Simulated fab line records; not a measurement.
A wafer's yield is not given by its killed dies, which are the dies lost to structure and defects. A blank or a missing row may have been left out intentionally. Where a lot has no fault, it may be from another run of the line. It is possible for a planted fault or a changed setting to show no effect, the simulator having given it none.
Problem report, 8D (eight disciplines) form, completed by code + flow nand-harc + the parts of the form that need people (team, actions taken, sign-off) are left out

== 1. PROBLEM STATEMENT ==
Mean of cd-nm at NHARC_A_BLC_CD_MEAS_10: 93.9 nm across 6 wafers in 2 lots; on wafers with no fault it is 99.9 nm (standard deviation 0.77). Relative to the usual mean, that is a shift of -7.8 standard deviations.
The step: target cd 100 nm.
First observed at day 29 00:28: wafer L581.2, on cd-sem-01. The record holds 36 wafers of 12 lots with a number at this step. The rule behind "out" and "out of limits": a value lying over 4 standard deviations away from the usual mean. The rest of the wafers with a number are treated as sound.

== 2. WHAT IT IS AND WHAT IT IS NOT ==
| question                    | is                     | is not                                                                          |
|-----------------------------|------------------------|---------------------------------------------------------------------------------|
| which readings at this step | cd-nm                  | -                                                                               |
| which lots                  | L581, L583             | L565, L567, L568, L570, L571, L573, L574, L585, L587, L588                      |
| which wafers of those lots  | all that have a number | -                                                                               |
| read on which gauges        | cd-sem-01              | cd-sem-02, cd-sem-03                                                            |
| when                        | from day 29 00:28      | up to then (21 sound wafers); but 9 sound wafers of L585, L587, L588 came after |

== 3. SUSPECTS, AND WHAT RULES EACH OUT ==
Counting: a tool at a process step up to the reading stays a suspect if it ran every lot that is out and no sound lot after the first of them.
- the gauge at NHARC_A_BLC_CD_MEAS_10: kept. All the wafers that are out were read on cd-sem-01, and no step on other tools shows them out.
- litho-track-06 at NHARC_A_BLC_DEVELOP_09 (develop time 35 s): kept. All lots that are out passed through it, beginning with L581 at day 29 00:00, and no sound lot followed; its final sound lot before that point was L573 at day 25 23:00.
Remaining after the count are litho-track-06 at NHARC_A_BLC_DEVELOP_09 and cd-sem-01 at NHARC_A_BLC_CD_MEAS_10.

== 4. THE CAUSE (what the simulator had put in) ==
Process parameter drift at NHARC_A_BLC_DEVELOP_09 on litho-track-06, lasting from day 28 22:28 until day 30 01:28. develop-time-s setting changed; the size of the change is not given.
Counting leaves 2 suspects; this tool is one of them.

== 5. SEQUENCE OF EFFECTS, ordered by route ==
Rows list readings where the struck wafers' mean (over those with a number) sits beyond 3 standard deviations from the usual. Readings are gone through only where the record gives a usual standard deviation; hours: the median, over the lots, of the time from a lot's start at the first step in this table giving one to that lot's start at this step; sigmas: the change measured in usual standard deviations.
| hours | step                   | reading | usual   | on struck wafers | change | sigmas |
|-------|------------------------|---------|---------|------------------|--------|--------|
| 0     | NHARC_A_BLC_CD_MEAS_10 | cd-nm   | 99.9 nm | 93.9             | -6.0   | -7.8   |
Later measuring or inspecting steps at which every struck wafer that the step has a row for has a number for every such reading, and none has moved that far: NHARC_A_BLC_INSPECT_12.

== 6. HOW IT WOULD HAVE BEEN CAUGHT EARLIER ==
Counted from the fault's start at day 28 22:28, it took 2 hours until the first out-of-limits reading at a measuring or inspecting step in this record, taken at day 29 00:28.
Lots out: 2; of these, L583 started NHARC_A_BLC_DEVELOP_09 on litho-track-06 after day 29 00:28. A hold on the tool at that time would have spared it.
